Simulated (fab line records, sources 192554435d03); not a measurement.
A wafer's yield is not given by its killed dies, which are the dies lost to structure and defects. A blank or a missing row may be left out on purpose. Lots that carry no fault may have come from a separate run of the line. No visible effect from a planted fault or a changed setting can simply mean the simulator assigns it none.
fab line records + flow n5Finfet + part 1 of 2: steps 1 to 6 of 7
[record]
- lots = 7
- wafers = 21
- lastDay = 17
route steps=1938 shown FIN_CUT@173 STI_FIN_REVEAL@199 BEOL_M4@1111 PASSIVATION@1936
lots with no fault: from the same line, run without faults
startH: start of the lot's first displayed wafer, in hours after the record's first day + waitH: time in hours since the lot's previous step + " unchanged from the row above + L1.1+2: a single row standing in for several wafers + - no value present, or no start provided + * or withheld: withheld + < > ~ a bound
route shown NAME@n: a module of which the file shows steps, and the number in the route of the first + usual: mean/standard deviation taken from wafers without a fault + same: alike in all rows + chamber/n: place in a boat + sites: readings site by site + _std_site: the values' standard deviation + _edge_site: outer sites' mean less inner sites' + radiusMm: for every site, how far away it sits from the centre of the wafer + mask NAME#n: copy n + behind: the last tool/chamber to shape the wafer + hold: the reason the lot was held/the length of the hold in hours/how it ended + device: which transistor (n, p or np) failed to switch + end of line: the same wafers' tests at the end of the route + a step with no rows: only its recipe + killed: dies lost to structure and defects at the first sort, not the wafer's yield + map: per-die view of a wafer (x killed, . not killed, _ where there is no die)
set.NAME: the setting the step ran with; set.NAME@STEP: the setting that earlier step ran with + model.NAME: the simulator's own value behind a step, which no gauge read
the route's steps for a sample of lots (tables are steps, rows are wafers)
services: a tool's chamber out of use, with start hour (startH, from the record's first day; less than 0 if before it), hours out, and reason
[[steps]]
[step N5_FIN_CUT_CUT_ETCH_26]
[recipe]
- chemistry = CH3F/O2
- target = SiNx
- targetDepthA = 390
- maskMaterial = SOC
- timeS = 55.7
- pressureMtorr = 30
- sourceW = 395
- biasW = 73
- Ar_flow_sccm = 150
- CH3F_flow_sccm = 30
- O2_flow_sccm = 20
- ionEnergyEv = 120
[usual]
- CH3F_flow_sccm = 30.00/0.091
- O2_flow_sccm = 20.01/0.057
- drypumpMotorCurrentA = 5.5/0.32
- mfcArSccm = 150.0/0.45
- oes_ar_750_au = 0.79/0.087
- oes_o_777_au = 0.79/0.088
- oesProductAu = 0.79/0.091
- rfVppV = 296.2/2.2
- showerheadPlenumPTorr = 2.01/0.066
- throttleValvePct = 16.31/0.24
| lot.wafer | tool       | chamber | startH | waitH | CH3F_flow_sccm | O2_flow_sccm | drypumpMotorCurrentA | mfcArSccm | oes_ar_750_au | oes_o_777_au | oesProductAu | rfHoursCounterH | rfVppV | showerheadPlenumPTorr | throttleValvePct |
|-----------|------------|---------|--------|-------|----------------|--------------|----------------------|-----------|---------------|--------------|--------------|-----------------|--------|-----------------------|------------------|
| L829.1    | rieDiel-04 | 3       | 34.00  | 0.0   | 29.85          | 20.04        | 5.2                  | 149.7     | 0.70          | 0.70         | 0.70         | 214             | 295.6  | 1.90                  | 16.28            |
| L829.2    | "          | 1       | "      | "     | 30.00          | 20.04        | 5.2                  | 150.3     | 0.93          | 0.95         | 0.94         | 18              | 292.6  | 1.96                  | 16.34            |
| L829.5    | "          | 3       | "      | "     | 29.93          | 20.03        | 5.2                  | 149.0     | 0.70          | 0.70         | 0.70         | -               | 297.3  | 1.90                  | 16.28            |
| L834.1    | rieDiel-04 | 1       | 65.18  | 0.0   | 30.04          | 20.06        | 5.2                  | 150.7     | 0.91          | 0.92         | 0.90         | 31              | 294.4  | 1.96                  | 16.35            |
| L834.2    | "          | 2       | "      | "     | 29.94          | 19.99        | 5.5                  | 150.2     | 0.79          | 0.81         | 0.79         | 134             | 294.0  | 2.09                  | 16.28            |
| L834.4    | "          | 3       | "      | "     | 30.04          | 19.94        | 5.2                  | 150.3     | 0.69          | 0.69         | 0.68         | 226             | 297.2  | 1.89                  | 16.31            |
| L838.1    | rieDiel-04 | 3       | 87.32  | 0.0   | 29.97          | 20.04        | 5.2                  | 150.1     | 0.69          | 0.68         | 0.69         | 233             | 296.2  | 1.89                  | 16.32            |
| L838.3    | "          | 1       | "      | "     | 29.84          | 20.03        | 5.2                  | 149.6     | 0.90          | 0.91         | 0.91         | 38              | 295.5  | 1.96                  | 16.37            |
| L838.6    | "          | 3       | "      | "     | 29.95          | 20.01        | 5.2                  | 149.8     | 0.69          | 0.68         | 0.69         | -               | 295.3  | 1.89                  | 16.34            |
| L839.3    | rieDiel-01 | 3       | 93.81  | 0.0   | 29.94          | 20.05        | 5.3                  | 150.2     | 0.69          | 0.70         | 0.69         | 218             | 301.3  | 1.98                  | 16.41            |
| L839.4    | "          | 0       | "      | "     | 30.02          | 20.06        | 5.9                  | 150.0     | 0.88          | 0.89         | 0.87         | -               | 292.0  | 2.04                  | 15.90            |
| L839.5    | "          | 2       | "      | "     | 30.17          | 20.08        | 5.3                  | 149.8     | 0.92          | 0.91         | 0.92         | -               | 297.5  | 1.97                  | 15.89            |
| L840.4    | rieDiel-04 | 3       | 103.35 | 0.0   | 30.02          | 20.09        | 5.1                  | 150.1     | 0.69          | 0.68         | 0.68         | 238             | 296.5  | 1.89                  | 16.33            |
| L840.5    | "          | 0       | "      | "     | 29.97          | 20.01        | 4.9                  | 149.8     | 0.74          | 0.75         | 0.74         | -               | 298.8  | 2.07                  | 16.34            |
| L840.6    | "          | 3       | "      | "     | 30.00          | 20.03        | 5.2                  | 149.8     | 0.68          | 0.68         | 0.68         | -               | 296.9  | 1.89                  | 16.32            |
| L844.1    | rieDiel-02 | 0       | 127.43 | 0.0   | 30.04          | 20.12        | 5.8                  | 149.4     | 0.73          | 0.72         | 0.72         | 197             | 296.3  | 2.07                  | 16.50            |
| L844.2    | "          | 3       | "      | "     | 30.08          | 20.06        | 5.9                  | 150.4     | 0.72          | 0.73         | 0.72         | 194             | 294.8  | 2.07                  | 16.43            |
| L844.5    | "          | 0       | "      | "     | 30.00          | 19.93        | 5.8                  | 148.9     | 0.73          | 0.72         | 0.72         | -               | 294.7  | 2.07                  | 16.52            |
| L847.3    | rieDiel-01 | 1       | 145.32 | 0.0   | 30.03          | 20.01        | 5.8                  | 149.3     | 0.73          | 0.74         | 0.72         | 201             | 295.2  | 1.99                  | 16.77            |
| L847.5    | "          | 3       | "      | "     | 29.97          | 19.93        | 5.3                  | 149.2     | 0.69          | 0.68         | 0.67         | -               | 300.1  | 1.97                  | 16.44            |
| L847.6    | "          | 2       | "      | "     | 30.12          | 19.97        | 5.3                  | 150.6     | 0.88          | 0.88         | 0.88         | -               | 297.2  | 1.97                  | 15.91            |
[step N5_FIN_CUT_CUT_ETCH_28]
[recipe]
- chemistry = HBr/Cl2/O2
- target = Si
- targetDepthA = 60
- maskMaterial = SOC
- timeS = 2.4
- ionEnergyEv = *
- biasW = *
- pressureMtorr = 10
- icpW = 800
- HBr_flow_sccm = 150
- Cl2_flow_sccm = 80
- O2_flow_sccm = 12
[usual]
- HBr_flow_sccm = 150.1/0.47
- O2_flow_sccm = 11.99/0.031
- drypumpMotorCurrentA = 5.6/0.51
- oes_o_777_au = 0.99/0.032
- oesProductAu = 1.000/0.018
- throttleValvePct = 37.15/0.25
| lot.wafer | tool     | chamber | startH | waitH | HBr_flow_sccm | O2_flow_sccm | drypumpMotorCurrentA | oes_o_777_au | oesProductAu | rfHoursCounterH | throttleValvePct |
|-----------|----------|---------|--------|-------|---------------|--------------|----------------------|--------------|--------------|-----------------|------------------|
| L829.1    | rieSi-04 | 0       | 34.24  | 0.0   | 149.8         | 12.01        | 5.7                  | 1.01         | 0.999        | 59              | 37.03            |
| L829.2    | "        | 2       | "      | "     | 149.3         | 11.96        | 5.6                  | 0.99         | 1.013        | 120             | 36.98            |
| L829.5    | "        | 0       | "      | "     | 150.3         | 11.97        | 5.8                  | 1.02         | 1.010        | -               | 37.07            |
| L834.1    | rieSi-05 | 3       | 65.43  | 0.0   | 150.5         | 11.96        | 6.4                  | 1.07         | 1.001        | 140             | 36.60            |
| L834.2    | "        | 0       | "      | "     | 149.9         | 11.93        | 5.1                  | 1.01         | 0.999        | 7               | 37.56            |
| L834.4    | "        | 1       | "      | "     | 149.9         | 11.93        | 5.0                  | 0.96         | 1.017        | 30              | 36.91            |
| L838.1    | rieSi-04 | 3       | 87.57  | 0.0   | 150.0         | 11.98        | 5.3                  | 0.97         | 0.984        | 116             | 37.15            |
| L838.3    | "        | 2       | "      | "     | 151.1         | 11.96        | 5.6                  | 1.00         | 1.012        | 121             | 36.96            |
| L838.6    | "        | 0       | "      | "     | 149.6         | 11.97        | 5.7                  | 1.01         | 0.995        | -               | 37.05            |
| L839.3    | rieSi-02 | 3       | 94.12  | 0.0   | 150.8         | 11.99        | 6.4                  | 0.98         | 0.980        | 198             | 36.93            |
| L839.4    | "        | 0       | "      | "     | 150.0         | 11.98        | 6.0                  | 0.95         | 0.980        | 0               | 37.13            |
| L839.5    | "        | 1       | "      | "     | 150.3         | 11.99        | 6.6                  | 0.97         | 0.990        | -               | 37.50            |
| L840.4    | rieSi-02 | 0       | 103.60 | 0.0   | 150.2         | 12.00        | 6.0                  | 0.95         | 0.975        | 1               | 37.13            |
| L840.5    | "        | 0       | "      | "     | 150.4         | 12.02        | 6.0                  | 0.95         | 0.974        | -               | 37.14            |
| L840.6    | "        | 1       | "      | "     | 150.6         | 12.01        | 6.5                  | 0.99         | 0.985        | -               | 37.49            |
| L844.1    | rieSi-02 | 0       | 127.68 | 0.0   | 150.1         | 12.02        | 6.0                  | 0.94         | 0.977        | 1               | 37.15            |
| L844.2    | "        | 2       | "      | "     | 150.5         | 11.98        | 5.2                  | 1.02         | 1.011        | 40              | 37.40            |
| L844.5    | "        | 1       | "      | "     | 150.3         | 12.00        | 6.5                  | 0.97         | 0.992        | -               | 37.49            |
| L847.3    | rieSi-04 | 0       | 145.57 | 0.0   | 149.9         | 12.00        | 5.7                  | 1.01         | 1.004        | 61              | 37.05            |
| L847.5    | "        | 0       | "      | "     | 149.3         | 12.00        | 5.7                  | 1.02         | 1.006        | -               | 37.06            |
| L847.6    | "        | 3       | "      | "     | 148.9         | 12.02        | 5.3                  | 0.98         | 0.976        | -               | 37.15            |
[step N5_STI_FIN_REVEAL_ETCH_34]
[recipe]
- chemistry = H2
- mode = isotropic
- material = Si
- target = Si
- targetDepthA = 9.7
- tempC = 20
- pressureMtorr = 4.5
- icpW = 300
- biasW = 0
- h2FlowSccm = 7.5
- heFlowSccm = 142.5
[usual]
- biasW = 0/0
- chamberPressureMTorr = 4.499/0.004
- drypumpMotorCurrentA = 5.5/0.55
- heFlowSccm = 142.5/0.46
- oesProductAu = 0.995/0.013
- throttleValvePct = 25.9/0.38
| lot.wafer | tool     | chamber | startH | waitH | biasW | chamberPressureMTorr | drypumpMotorCurrentA | heFlowSccm | oesProductAu | rfHoursCounterH | throttleValvePct |
|-----------|----------|---------|--------|-------|-------|----------------------|----------------------|------------|--------------|-----------------|------------------|
| L829.1    | rieSi-01 | 1       | 44.18  | 0.2   | 0     | 4.502                | 6.4                  | 142.1      | 1.017        | 3               | 25.8             |
| L829.2    | "        | 3       | "      | "     | 0     | 4.503                | 4.9                  | 142.3      | 0.991        | 8               | 25.9             |
| L829.5    | "        | 3       | "      | "     | 0     | 4.498                | 4.9                  | 143.5      | 0.990        | -               | 25.9             |
| L834.1    | rieSi-01 | 1       | 73.72  | 0.2   | 0     | 4.499                | 6.4                  | 142.5      | 1.027        | 3               | 25.8             |
| L834.2    | "        | 3       | "      | "     | 0     | 4.495                | 4.9                  | 142.8      | 0.992        | 8               | 25.9             |
| L834.4    | "        | 2       | "      | "     | 0     | 4.495                | 5.5                  | 142.6      | 0.975        | 68              | 26.6             |
| L838.1    | rieSi-03 | 3       | 96.55  | 0.2   | -     | -                    | -                    | -          | -            | -               | -                |
| L838.3    | "        | 0       | "      | "     | -     | -                    | -                    | -          | -            | -               | -                |
| L838.6    | "        | 3       | "      | "     | -     | -                    | -                    | -          | -            | -               | -                |
| L839.3    | rieSi-01 | 2       | 103.95 | 0.1   | -     | -                    | -                    | -          | -            | -               | -                |
| L839.4    | "        | 0       | "      | "     | -     | -                    | -                    | -          | -            | -               | -                |
| L839.5    | "        | 0       | "      | "     | -     | -                    | -                    | -          | -            | -               | -                |
| L840.4    | rieSi-03 | 0       | 112.37 | 0.1   | -     | -                    | -                    | -          | -            | -               | -                |
| L840.5    | "        | 0       | "      | "     | -     | -                    | -                    | -          | -            | -               | -                |
| L840.6    | "        | 3       | "      | "     | -     | -                    | -                    | -          | -            | -               | -                |
| L844.1    | rieSi-03 | 0       | 136.86 | 0.2   | 0     | 4.500                | 6.4                  | 142.3      | 0.989        | 33              | 26.1             |
| L844.2    | "        | 2       | "      | "     | 0     | 4.501                | 5.3                  | 142.0      | 0.993        | 169             | 26.0             |
| L844.5    | "        | 2       | "      | "     | 0     | 4.498                | 5.3                  | 141.9      | 1.001        | -               | 26.0             |
| L847.3    | rieSi-01 | 1       | 154.27 | 0.1   | 0     | 4.497                | 6.4                  | 142.7      | 1.014        | 5               | 25.8             |
| L847.5    | "        | 0       | "      | "     | 0     | 4.500                | 4.9                  | 142.6      | 0.985        | -               | 25.4             |
| L847.6    | "        | 1       | "      | "     | 0     | 4.500                | 6.4                  | 143.0      | 1.022        | -               | 25.8             |
[step N5_STI_FIN_REVEAL_CD_MEAS_22]
[recipe]
- targetCdNm = 6.238
- pitchNm = 28
- polarity = line
[usual]
- cdNm = 6.25/0.21
| lot.wafer | tool     | chamber | startH | waitH | cdNm |
|-----------|----------|---------|--------|-------|------|
| L829.1    | cdSem-01 | -       | 44.79  | 0.0   | 5.95 |
| L829.2    | "        | -       | "      | "     | 6.67 |
| L829.5    | "        | -       | "      | "     | 6.39 |
| L834.1    | cdSem-02 | -       | 74.29  | 0.0   | 6.33 |
| L834.2    | "        | -       | "      | "     | 6.33 |
| L834.4    | "        | -       | "      | "     | 6.36 |
| L838.1    | cdSem-02 | -       | 97.13  | 0.0   | 7.80 |
| L838.3    | "        | -       | "      | "     | 8.21 |
| L838.6    | "        | -       | "      | "     | 7.51 |
| L839.3    | cdSem-01 | -       | 104.55 | 0.0   | 8.08 |
| L839.4    | "        | -       | "      | "     | 7.81 |
| L839.5    | "        | -       | "      | "     | 8.01 |
| L840.4    | cdSem-03 | -       | 112.95 | 0.0   | 7.88 |
| L840.5    | "        | -       | "      | "     | 7.82 |
| L840.6    | "        | -       | "      | "     | 8.01 |
| L844.1    | cdSem-03 | -       | 137.47 | 0.0   | 6.62 |
| L844.2    | "        | -       | "      | "     | 6.32 |
| L844.5    | "        | -       | "      | "     | 6.50 |
| L847.3    | cdSem-01 | -       | 154.85 | 0.0   | 6.11 |
| L847.5    | "        | -       | "      | "     | 6.29 |
| L847.6    | "        | -       | "      | "     | 6.27 |
[step N5_STI_FIN_REVEAL_FIN_H_MEAS_10]
[usual]
- trenchDepthNm = 52.1/0.63
| lot.wafer | tool   | chamber | startH | waitH | trenchDepthNm |
|-----------|--------|---------|--------|-------|---------------|
| L829.1    | ocd-01 | -       | 44.82  | 0.0   | 52.3          |
| L829.2    | "      | -       | "      | "     | 50.9          |
| L829.5    | "      | -       | "      | "     | 51.6          |
| L834.1    | ocd-01 | -       | 74.32  | 0.0   | 51.6          |
| L834.2    | "      | -       | "      | "     | 52.2          |
| L834.4    | "      | -       | "      | "     | 51.8          |
| L838.1    | ocd-02 | -       | 97.17  | 0.0   | 52.8          |
| L838.3    | "      | -       | "      | "     | 52.9          |
| L838.6    | "      | -       | "      | "     | 52.9          |
| L839.3    | ocd-01 | -       | 104.58 | 0.0   | 51.8          |
| L839.4    | "      | -       | "      | "     | 51.9          |
| L839.5    | "      | -       | "      | "     | 51.8          |
| L840.4    | ocd-01 | -       | 112.98 | 0.0   | 51.1          |
| L840.5    | "      | -       | "      | "     | 51.3          |
| L840.6    | "      | -       | "      | "     | 51.0          |
| L844.1    | ocd-02 | -       | 137.50 | 0.0   | 51.7          |
| L844.2    | "      | -       | "      | "     | 52.9          |
| L844.5    | "      | -       | "      | "     | 52.3          |
| L847.3    | ocd-02 | -       | 154.88 | 0.0   | 51.7          |
| L847.5    | "      | -       | "      | "     | 52.0          |
| L847.6    | "      | -       | "      | "     | 52.7          |
[step N5_BEOL_M4_RC_MEAS_101]
[usual]
- DIBL_N = 35.9/1.3
- DIBL_P = 36.3/1.5
- IOFF_N = 0.153/0.023
- IOFF_N_85C = 3.0/0.39
- IOFF_N_LIN = 0.072/0.0088
- IOFF_N_LONG = 5.44e-05/2.4e-06
- IOFF_P = 0.208/0.028
- IOFF_P_85C = 3.6/0.41
- IOFF_P_LIN = 0.099/0.011
- IOFF_P_LONG = 0.000105/8.5e-06
- ION_N = 672/9.7
- ION_P = 462/6.6
- REXT_N = 75.3/1.4
- REXT_P = 101.0/2.3
- SS_N = 71.5/0.53
- SS_P = 73.3/0.59
- VT_N = 250.4/2.7
- VT_N_LONG = 275.5/1.8
- VT_N_LVT = 99/3.1
- VT_P = -250.5/3
- VT_P_LONG = -275.5/2.8
- VT_P_LVT = -99/3.1
| lot.wafer | tool      | chamber | startH | waitH | DIBL_N[mV/V] | DIBL_P[mV/V] | IOFF_N[nA/um] | IOFF_N_85C[nA/um] | IOFF_N_LIN[nA/um] | IOFF_N_LONG[nA/um] | IOFF_P[nA/um] | IOFF_P_85C[nA/um] | IOFF_P_LIN[nA/um] | IOFF_P_LONG[nA/um] | ION_N[uA/um] | ION_P[uA/um] | REXT_N[ohm.um] | REXT_P[ohm.um] | SS_N[mV/dec] | SS_P[mV/dec] | VT_N[mV] | VT_N_LONG[mV] | VT_N_LVT[mV] | VT_P[mV] | VT_P_LONG[mV] | VT_P_LVT[mV] |
|-----------|-----------|---------|--------|-------|--------------|--------------|---------------|-------------------|-------------------|--------------------|---------------|-------------------|-------------------|--------------------|--------------|--------------|----------------|----------------|--------------|--------------|----------|---------------|--------------|----------|---------------|--------------|
| L829.1    | prober-01 | 0       | 183.96 | 0.0   | 35.9         | 35.8         | 0.154         | 3.0               | 0.073             | 5.31e-05           | 0.189         | 3.3               | 0.089             | 9.1e-05            | 673          | 457          | 77.6           | 102.1          | 71.3         | 73.1         | 251.8    | 275.7         | 97           | -254.4   | -280.0        | -100         |
| L829.2    | "         | 0       | "      | "     | 37.1         | 37.6         | 0.182         | 3.5               | 0.082             | 5.32e-05           | 0.213         | 3.7               | 0.097             | 9.3e-05            | 677          | 457          | 77.4           | 100.7          | 71.6         | 73.7         | 251.6    | 276.5         | 95           | -250.9   | -278.8        | -99          |
| L829.5    | "         | 0       | "      | "     | 37.2         | 37.0         | 0.181         | 3.4               | 0.082             | 5.25e-05           | 0.215         | 3.7               | 0.096             | 9.3e-05            | 684          | 465          | 77.3           | 102.0          | 72.2         | 74.0         | 248.6    | 278.2         | 95           | -250.2   | -279.0        | -98          |
| L834.1    | prober-01 | 0       | 223.00 | 0.0   | 36.8         | 37.2         | 0.170         | 3.4               | 0.080             | 5.51e-05           | 0.235         | 4.1               | 0.108             | 0.000108           | 681          | 470          | 74.3           | 99.1           | 72.2         | 73.8         | 248.3    | 277.3         | 98           | -249.1   | -275.3        | -97          |
| L834.2    | "         | 0       | "      | "     | 36.9         | 35.8         | 0.168         | 3.4               | 0.080             | 5.64e-05           | 0.222         | 3.9               | 0.104             | 0.000106           | 685          | 469          | 73.8           | 99.5           | 70.7         | 73.4         | 248.3    | 274.6         | 97           | -250.4   | -276.5        | -98          |
| L834.4    | "         | 0       | "      | "     | 35.7         | 35.7         | 0.149         | 3.1               | 0.071             | 5.55e-05           | 0.217         | 3.8               | 0.101             | 0.00011            | 671          | 467          | 73.9           | 97.4           | 71.8         | 73.9         | 252.0    | 275.7         | 100          | -249.9   | -273.6        | -98          |
| L838.1    | prober-01 | 0       | 236.63 | 0.0   | 46.1         | 49.7         | 0.582         | 9.4               | 0.290             | 9.62e-05           | 0.668         | 9.5               | 0.335             | 0.000165           | 753          | 511          | 66.2           | 88.6           | 73.2         | 76.3         | 227.8    | 258.0         | 76           | -230.0   | -260.3        | -81          |
| L838.3    | "         | 0       | "      | "     | 46.6         | 50.3         | 0.652         | 10.3              | 0.315             | 9.67e-05           | 0.717         | 10.1              | 0.355             | 0.000159           | 757          | 505          | 66.0           | 89.2           | 74.0         | 77.5         | 223.3    | 255.8         | 73           | -231.0   | -260.1        | -79          |
| L838.6    | "         | 0       | "      | "     | 46.5         | 49.2         | 0.605         | 9.9               | 0.292             | 9.83e-05           | 0.676         | 9.5               | 0.337             | 0.000166           | 755          | 507          | 66.4           | 89.1           | 74.1         | 76.8         | 227.2    | 255.3         | 75           | -229.9   | -259.5        | -81          |
| L839.3    | prober-01 | 0       | 243.81 | 0.3   | 46.7         | 50.0         | 0.650         | 10.3              | 0.301             | 8.47e-05           | 0.659         | 9.6               | 0.322             | 0.000146           | 757          | 506          | 66.2           | 88.7           | 73.7         | 76.7         | 226.9    | 258.3         | 74           | -234.8   | -264.4        | -81          |
| L839.4    | "         | 0       | "      | "     | 45.2         | 47.5         | 0.537         | 8.6               | 0.259             | 8.68e-05           | 0.555         | 8.3               | 0.282             | 0.000143           | 734          | 493          | 66.8           | 88.6           | 73.0         | 76.5         | 231.2    | 258.2         | 78           | -238.5   | -262.7        | -84          |
| L839.5    | "         | 0       | "      | "     | 45.8         | 49.5         | 0.559         | 9.0               | 0.270             | 8.46e-05           | 0.633         | 9.2               | 0.309             | 0.000143           | 740          | 508          | 66.6           | 88.2           | 73.1         | 77.1         | 228.3    | 257.6         | 76           | -235.3   | -265.7        | -82          |
| L840.4    | prober-02 | 0       | 251.67 | 0.5   | 47.8         | 50.4         | 0.744         | 11.4              | 0.337             | 9.31e-05           | 0.697         | 9.9               | 0.332             | 0.000146           | 765          | 497          | 69.6           | 94.3           | 73.8         | 77.8         | 227.2    | 256.4         | 74           | -235.7   | -264.5        | -85          |
| L840.5    | "         | 0       | "      | "     | 45.4         | 48.2         | 0.569         | 9.0               | 0.274             | 9.21e-05           | 0.591         | 8.7               | 0.297             | 0.000143           | 746          | 495          | 68.4           | 94.0           | 73.5         | 76.4         | 227.8    | 259.0         | 78           | -237.0   | -264.7        | -86          |
| L840.6    | "         | 0       | "      | "     | 46.2         | 48.3         | 0.601         | 9.5               | 0.280             | 9.29e-05           | 0.584         | 8.6               | 0.292             | 0.000144           | 745          | 497          | 68.9           | 92.3           | 74.0         | 77.0         | 228.9    | 255.0         | 78           | -237.1   | -266.1        | -86          |
| L844.1    | prober-02 | 0       | 279.92 | 0.0   | 36.5         | 37.9         | 0.160         | 3.0               | 0.073             | 5.04e-05           | 0.218         | 3.8               | 0.100             | 0.0001             | 675          | 461          | 75.5           | 100.9          | 70.8         | 73.0         | 251.5    | 277.3         | 100          | -249.8   | -277.7        | -100         |
| L844.2    | "         | 0       | "      | "     | 36.5         | 37.4         | 0.157         | 3.0               | 0.072             | 5.07e-05           | 0.206         | 3.6               | 0.096             | 0.000101           | 682          | 459          | 74.8           | 101.4          | 71.5         | 73.5         | 254.7    | 279.0         | 101          | -253.8   | -275.2        | -102         |
| L844.5    | "         | 0       | "      | "     | 36.9         | 37.7         | 0.169         | 3.2               | 0.074             | 5.07e-05           | 0.215         | 3.7               | 0.098             | 9.9e-05            | 669          | 455          | 75.2           | 101.6          | 71.6         | 73.4         | 251.7    | 277.3         | 101          | -250.4   | -277.4        | -102         |
| L847.3    | prober-01 | 0       | 303.42 | 0.8   | 33.7         | 34.3         | 0.136         | 2.7               | 0.067             | 5.69e-05           | 0.213         | 3.7               | 0.105             | 0.000119           | 665          | 462          | 75.6           | 105.6          | 70.9         | 73.3         | 251.6    | 275.3         | 101          | -247.8   | -273.4        | -97          |
| L847.5    | "         | 0       | "      | "     | 33.9         | 34.7         | 0.137         | 2.7               | 0.067             | 5.73e-05           | 0.212         | 3.7               | 0.104             | 0.000118           | 670          | 466          | 75.4           | 104.9          | 70.4         | 72.4         | 250.3    | 276.8         | 100          | -248.5   | -271.3        | -98          |
| L847.6    | "         | 0       | "      | "     | 34.0         | 35.1         | 0.144         | 2.8               | 0.070             | 5.74e-05           | 0.223         | 3.9               | 0.110             | 0.000124           | 686          | 476          | 76.4           | 105.4          | 71.5         | 73.6         | 251.4    | 274.2         | 99           | -245.7   | -272.1        | -97          |
[[key]]
[firstSign]
- step = N5_STI_FIN_REVEAL_ETCH_34
- reading = toolRecord
- direction = missing
[effect]
- step = N5_STI_FIN_REVEAL_CD_MEAS_22
- reading = cdNm
- direction = up
- sigmas = 7.8
- usual = 6.25
- struck = 7.90
[effect]
- step = N5_BEOL_M4_RC_MEAS_101
- reading = IOFF_N_LIN
- direction = up
- sigmas = 25
- usual = 0.072
- struck = 0.291
[effect]
- step = N5_BEOL_M4_RC_MEAS_101
- reading = IOFF_N
- direction = up
- sigmas = 20
- usual = 0.153
- struck = 0.611
[effect]
- step = N5_BEOL_M4_RC_MEAS_101
- reading = IOFF_P_LIN
- direction = up
- sigmas = 20
- usual = 0.099
- struck = 0.318
[effect]
- step = N5_BEOL_M4_RC_MEAS_101
- reading = IOFF_N_85C
- direction = up
- sigmas = 17
- usual = 3.0
- struck = 9.7
[effect]
- step = N5_BEOL_M4_RC_MEAS_101
- reading = IOFF_P
- direction = up
- sigmas = 16
- usual = 0.208
- struck = 0.642
[effect]
- step = N5_BEOL_M4_RC_MEAS_101
- reading = IOFF_N_LONG
- direction = up
- sigmas = 16
- usual = 5.44e-05
- struck = 9.17e-05
[effect]
- step = N5_BEOL_M4_RC_MEAS_101
- reading = IOFF_P_85C
- direction = up
- sigmas = 14
- usual = 3.6
- struck = 9.3
[effect]
- step = N5_BEOL_M4_RC_MEAS_101
- reading = VT_N_LONG
- direction = down
- sigmas = 10
- usual = 275.5
- struck = 257.1
[effect]
- step = N5_BEOL_M4_RC_MEAS_101
- reading = DIBL_P
- direction = up
- sigmas = 8.5
- usual = 36.3
- struck = 49.2
[effect]
- step = N5_BEOL_M4_RC_MEAS_101
- reading = VT_N
- direction = down
- sigmas = 8.4
- usual = 250.4
- struck = 227.6
[effect]
- step = N5_BEOL_M4_RC_MEAS_101
- reading = ION_N
- direction = up
- sigmas = 8.1
- usual = 672
- struck = 750
[effect]
- step = N5_BEOL_M4_RC_MEAS_101
- reading = DIBL_N
- direction = up
- sigmas = 7.9
- usual = 35.9
- struck = 46.3
[effect]
- step = N5_PASSIVATION_PROBE_49
- reading = sort_bin_4_leakage
- direction = up
- sigmas = 99+
- usual = 0
- struck = 82.55
metAt N5_STI_FIN_REVEAL_ETCH_34
struckLots L838,L839,L840
notActingAt N5_FIN_CUT_CUT_ETCH_26,N5_FIN_CUT_CUT_ETCH_28,N5_STI_FIN_REVEAL_FIN_H_MEAS_10
onsetBetween 73.72 96.55
[fault]
- kind = skippedStepWhole
- tool = rieSi-01,rieSi-03
- chamber = -
- onsetH = 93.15
- steps = N5_STI_FIN_REVEAL_ETCH_34
- scope = struckLotsOnly
